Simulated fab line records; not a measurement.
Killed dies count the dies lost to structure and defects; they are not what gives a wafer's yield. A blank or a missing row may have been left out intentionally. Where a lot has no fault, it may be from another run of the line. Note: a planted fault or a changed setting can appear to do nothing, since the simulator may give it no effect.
Matching of chambers | flow nandHarc | rieDiel-04 running NHARC_A_CONTACT_ETCH_88: 4 sister chambers
The step etches the open film in CF4, target depth 39 nm, time 65 s. 30 wafers are shown with their chamber, then 12 later ones without.

## EACH WAFER AND ITS CHAMBER
wafer  | chamber | drypumpMotorCurrentA (A) | showerheadPlenumPTorr (Torr) | rfVppV (V)
L074.1 | 0       | 6.1                      | 1.85                         | 151.2
L074.2 | 3       | 5.0                      | 1.66                         | 150.2
L074.6 | 3       | 5.0                      | 1.66                         | 151.0
L082.3 | 0       | 6.0                      | 1.85                         | 152.5
L082.4 | 3       | 5.0                      | 1.66                         | 150.2
L082.5 | 1       | 5.5                      | 1.78                         | 151.0
L082.1 | 1       | 5.5                      | 1.78                         | 152.3
L082.2 | 2       | 6.3                      | 1.70                         | 150.6
L082.6 | 0       | 6.0                      | 1.85                         | 153.5
L083.3 | 0       | 6.0                      | 1.85                         | 152.1
L083.4 | 1       | 5.5                      | 1.78                         | 150.7
L083.6 | 0       | 6.0                      | 1.85                         | 152.2
L083.1 | 3       | 5.0                      | 1.65                         | 150.2
L083.2 | 2       | 6.4                      | 1.70                         | 150.3
L083.5 | 1       | 5.5                      | 1.78                         | 152.5
L087.1 | 2       | 6.4                      | 1.70                         | 151.0
L087.2 | 1       | 5.5                      | 1.78                         | 150.8
L087.3 | 0       | 6.0                      | 1.84                         | 152.8
L085.2 | 0       | 6.0                      | 1.84                         | 151.8
L085.3 | 3       | 5.0                      | 1.65                         | 151.5
L085.6 | 0       | 6.0                      | 1.84                         | 151.7
L090.2 | 1       | 5.5                      | 1.77                         | 151.5
L090.4 | 3       | 5.0                      | 1.65                         | 149.0
L090.5 | 2       | 6.4                      | 1.70                         | 149.4
L091.2 | 0       | 6.0                      | 1.84                         | 151.9
L091.3 | 2       | 6.4                      | 1.70                         | 151.0
L091.4 | 3       | 5.0                      | 1.65                         | 149.1
L089.2 | 0       | 6.0                      | 1.84                         | 152.3
L089.4 | 3       | 5.0                      | 1.65                         | 150.6
L089.5 | 2       | 6.4                      | 1.70                         | 149.1

SIGNATURES (averages over the wafers above)
reading               | chamber 0 | chamber 1 | chamber 2 | chamber 3 | scatter within a chamber
drypumpMotorCurrentA  | 6.010     | 5.500     | 6.383     | 5.000     | 0.0258
showerheadPlenumPTorr | 1.8450    | 1.7783    | 1.7000    | 1.6537    | 0.00448
rfVppV                | 152.200   | 151.467   | 150.233   | 150.225   | 0.762
Rule: a wafer's distance from a chamber is the root of the sum, over the readings, of the square of ((its reading less the chamber's mean) divided by the reading's scatter). The wafer belongs to the nearest chamber; if the next one is less than 2 further off, it can't be placed. How the scatter is found: for the shown wafers, subtract from each reading the mean of its chamber, square and add these, divide the total by (wafers less chambers), then take the root.

## WAFERS WITHOUT THEIR CHAMBER
wafer  | drypumpMotorCurrentA (A) | showerheadPlenumPTorr (Torr) | rfVppV (V)
L093.3 | 6.4                      | 1.70                         | 149.9
L093.4 | 5.0                      | 1.65                         | 148.6
L093.6 | 6.4                      | 1.70                         | 151.2
L093.1 | 5.5                      | 1.77                         | 151.3
L093.2 | 6.0                      | 1.84                         | 153.7
L093.5 | 5.0                      | 1.65                         | 148.2
L095.1 | 6.4                      | 1.70                         | 149.3
L095.2 | 5.0                      | 1.65                         | 148.9
L095.6 | 5.5                      | 1.77                         | 149.9
L096.1 | 6.3                      | 1.70                         | 151.1
L096.4 | 6.0                      | 1.84                         | 151.5
L096.6 | 4.9                      | 1.65                         | 148.5

## EACH ONE'S CHAMBER
wafer  | from the rows above | in truth
L093.3 | 2                   | 2
L093.4 | 3                   | 3
L093.6 | 2                   | 2
L093.1 | 1                   | 1
L093.2 | 0                   | 0
L093.5 | 3                   | 3
L095.1 | 2                   | 2
L095.2 | 3                   | 3
L095.6 | 1                   | 1
L096.1 | 2                   | 2
L096.4 | 0                   | 0
L096.6 | 3                   | 3
Placed correctly: 12 of 12. Not placeable from these rows: 0. 0 placed wrongly.
